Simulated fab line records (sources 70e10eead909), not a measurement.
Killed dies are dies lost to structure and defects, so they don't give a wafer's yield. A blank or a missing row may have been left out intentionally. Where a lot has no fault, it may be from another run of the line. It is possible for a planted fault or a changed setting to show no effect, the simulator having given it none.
Which tool was responsible? + flow nand_harc + Sampling: 15 lots, 43 wafers, 5 of 1302 route steps

WHAT THE GAUGES READ, wafer by wafer
NHARC_A_SOURCE_PLATE_THK_MEAS_09: measures by ellipsometry.
| lot  | measured     | on            | thk_nm (nm)   |
|------|--------------|---------------|---------------|
| L684 | day 7 16:02  | film_metro-02 | 10.9 8.3 10.5 |
| L683 | day 7 16:02  | film_metro-01 | 7.6 9.2 10.6  |
| L685 | day 8 09:14  | film_metro-02 | 7.1 9.2 9.7   |
| L687 | day 9 02:21  | film_metro-02 | 9.4 10.1 10.2 |
| L689 | day 9 16:15  | film_metro-01 | 8.4 9.0 10.3  |
| L690 | day 10 00:43 | film_metro-01 | 9.0 11.0 10.4 |
| L691 | day 10 10:17 | film_metro-01 | 9.6 9.8 11.3  |
| L692 | day 10 22:18 | film_metro-02 | 8.1 8.4 8.7   |
| L694 | day 11 16:34 | film_metro-02 | 8.9 9.7 9.6   |
| L695 | day 12 02:12 | film_metro-01 | 9.4 10.1 10.1 |
| L696 | day 13 03:23 | film_metro-01 | 9.3 9.6       |
| L698 | day 13 03:24 | film_metro-01 | 9.4 8.9 7.6   |
| L699 | day 13 23:22 | film_metro-02 | 9.8 10.2      |
| L704 | day 15 21:58 | film_metro-02 | 9.1 9.6 9.7   |
| L706 | day 16 20:29 | film_metro-01 | 9.5 8.8 11.7  |

NHARC_A_ONON_D1_THK_MEAS_24: measures by ellipsometry.
| lot  | measured     | on            | thk_nm (nm)    |
|------|--------------|---------------|----------------|
| L684 | day 8 21:33  | film_metro-02 | 992 991 992    |
| L683 | day 8 21:35  | film_metro-02 | 1015 1017 1014 |
| L685 | day 9 11:51  | film_metro-01 | 1004 1004 1004 |
| L687 | day 9 23:51  | film_metro-01 | 1005 1003 1004 |
| L689 | day 10 17:12 | film_metro-01 | 1008 1008 1009 |
| L690 | day 11 02:40 | film_metro-01 | 1003 999 1002  |
| L691 | day 11 16:37 | film_metro-01 | 1008 1011 1010 |
| L692 | day 12 00:29 | film_metro-01 | 994 991 993    |
| L694 | day 12 18:52 | film_metro-02 | 994 992 991    |
| L695 | day 13 03:15 | film_metro-02 | 1003 1004 1002 |
| L696 | day 14 08:17 | film_metro-01 | 1004 1003      |
| L698 | day 14 07:56 | film_metro-01 | 995 995 994    |
| L699 | day 15 00:13 | film_metro-01 | 993 992        |
| L704 | day 16 20:26 | film_metro-01 | 1006 1008 1005 |
| L706 | day 17 22:48 | film_metro-01 | 1005 1005 1005 |

NHARC_A_ONON_D1_THK_MEAS_27: measures by ellipsometry.
| lot  | measured     | on            | thk_nm (nm)    |
|------|--------------|---------------|----------------|
| L684 | day 8 22:07  | film_metro-01 | 1005 1007 1005 |
| L683 | day 8 22:10  | film_metro-02 | 996 997 1000   |
| L685 | day 9 12:25  | film_metro-02 | 1010 1012 1010 |
| L687 | day 10 00:25 | film_metro-02 | 992 994 992    |
| L689 | day 10 17:46 | film_metro-01 | 998 998 999    |
| L690 | day 11 03:15 | film_metro-02 | 992 993 993    |
| L691 | day 11 17:11 | film_metro-02 | 992 992 989    |
| L692 | day 12 01:03 | film_metro-02 | 986 984 987    |
| L694 | day 12 19:26 | film_metro-01 | 1005 1004 1004 |
| L695 | day 13 03:49 | film_metro-02 | 1004 1005 1005 |
| L696 | day 14 08:51 | film_metro-02 | 999 1557       |
| L698 | day 14 08:29 | film_metro-02 | 992 994 1551   |
| L699 | day 15 00:46 | film_metro-02 | 984 1542       |
| L704 | day 16 21:00 | film_metro-01 | 1008 1008 1007 |
| L706 | day 17 23:22 | film_metro-01 | 988 988 986    |

NHARC_END_SORT_01.
| lot  | measured     | on        | killed_at_array | killed_at_other | killed_at_periphery | killed_dies | killed_open | killed_short |
|------|--------------|-----------|-----------------|-----------------|---------------------|-------------|-------------|--------------|
| L684 | day 25 13:22 | prober-02 | 43 36 49        | 0 0 0           | 3 3 2               | 46 39 51    | 4 3 3       | 1 1 1        |
| L683 | day 25 01:37 | prober-01 | 55 47 47        | 0 1 0           | 2 6 1               | 57 54 48    | 4 5 6       | 2 1 1        |
| L685 | day 25 21:01 | prober-01 | 43 47 40        | 0 0 0           | 2 3 1               | 45 50 41    | 3 2 0       | 1 5 3        |
| L687 | day 25 21:14 | prober-02 | 39 50 36        | 0 1 0           | 4 2 5               | 43 53 41    | 5 4 2       | 3 4 4        |
| L689 | day 26 19:43 | prober-01 | 47 50 54        | 2 1 1           | 3 3 3               | 52 54 58    | 3 9 8       | 1 2 4        |
| L690 | day 26 19:40 | prober-02 | 47 63 59        | 5 4 8           | 2 2 3               | 54 69 70    | 4 2 5       | 4 2 2        |
| L691 | day 27 20:43 | prober-02 | 39 73 67        | 0 0 0           | 6 9 10              | 45 82 77    | 1 3 3       | 0 5 2        |
| L692 | day 28 19:49 | prober-01 | 67 78 67        | 5 2 1           | 6 3 7               | 78 83 75    | 3 5 3       | 3 1 4        |
| L694 | day 29 05:31 | prober-02 | 74 98 84        | 1 1 2           | 0 3 0               | 75 102 86   | 3 3 3       | 2 5 8        |
| L695 | day 30 04:32 | prober-02 | 71 55 78        | 0 0 0           | 4 4 4               | 75 59 82    | 2 2 2       | 2 3 3        |
| L696 | day 30 04:33 | prober-01 | 61 675          | 0 0             | 4 2                 | 65 677      | 3 3         | 4 0          |
| L698 | day 30 20:09 | prober-01 | 85 82 668       | 0 0 0           | 1 3 9               | 86 85 677   | 4 1 2       | 2 7 2        |
| L699 | day 30 18:48 | prober-02 | 58 676          | 0 0             | 5 1                 | 63 677      | 3 2         | 2 2          |
| L704 | day 32 20:30 | prober-01 | 80 66 83        | 1 0 0           | 3 8 7               | 84 74 90    | 7 6 6       | 5 2 6        |
| L706 | day 33 19:35 | prober-02 | 66 76 68        | 1 0 2           | 1 4 3               | 68 80 73    | 2 8 1       | 3 6 2        |

WHAT TOOL EACH LOT RAN ON (gives the tool, then ch and the chambers of the sampled wafers, and finally the start)
| lot  | NHARC_A_ONON_D1_DEP_25           |
|------|----------------------------------|
| L684 | pecvd_onon-04 ch 0, day 8 21:37  |
| L683 | pecvd_onon-03 ch 0, day 8 21:46  |
| L685 | pecvd_onon-02 ch 0, day 9 11:55  |
| L687 | pecvd_onon-02 ch 0, day 9 23:55  |
| L689 | pecvd_onon-04 ch 0, day 10 17:16 |
| L690 | pecvd_onon-02 ch 0, day 11 02:44 |
| L691 | pecvd_onon-02 ch 0, day 11 16:40 |
| L692 | pecvd_onon-02 ch 0, day 12 00:35 |
| L694 | pecvd_onon-04 ch 0, day 12 18:59 |
| L695 | pecvd_onon-02 ch 0, day 13 03:19 |
| L696 | pecvd_onon-02 ch 0, day 14 08:20 |
| L698 | pecvd_onon-02 ch 0, day 14 07:59 |
| L699 | pecvd_onon-02 ch 0, day 15 00:16 |
| L704 | pecvd_onon-04 ch 0, day 16 20:29 |
| L706 | pecvd_onon-02 ch 0, day 17 22:51 |
- NHARC_A_ONON_D1_DEP_25: target thk 1000 nm.

AS READ BY THE TOOLS THEMSELVES (means over the sampled wafers that have a number; for cases with no such wafer, the mark the record gives instead)
The record holds no such reading with a usual standard deviation.

THE ANSWER, worked out from the rows above alone
Rule: usual is defined by the lots themselves. The widest of any qualifying gaps counts: lots, ordered by their means at a reading, are off when they make up no more than a third of the lots, leave a main group of 4 or more, and stand apart from it by 3 or more times the standard deviation of that group's means. If all means in a main group match to the digits the tables above print for the reading, that group is not used. Also off: a lot with no number at a reading for which 4 or more lots have one. Any other lot the step has rows for is counted as sound. First the gauges in route order, then the tools' own readings, where a lot's mean is used as printed above. The first step at which some lot is off is used, and at that step the reading that is off furthest; a lot without a number counts as furthest.
Off: L696, L698, L699 (NHARC_A_ONON_D1_THK_MEAS_27, thk_nm). Main group: mean 998 nm, sd 8.
A tool fits if, at a process step before that reading, it ran every lot that is off, and no sound lot after the first of them. The gauges at NHARC_A_ONON_D1_THK_MEAS_27 aren't tried: what is off there is off at NHARC_END_SORT_01 too, on other tools, and a gauge's error can't cause that. None of those tried fits.

WHAT THE SIMULATOR HAD INSERTED
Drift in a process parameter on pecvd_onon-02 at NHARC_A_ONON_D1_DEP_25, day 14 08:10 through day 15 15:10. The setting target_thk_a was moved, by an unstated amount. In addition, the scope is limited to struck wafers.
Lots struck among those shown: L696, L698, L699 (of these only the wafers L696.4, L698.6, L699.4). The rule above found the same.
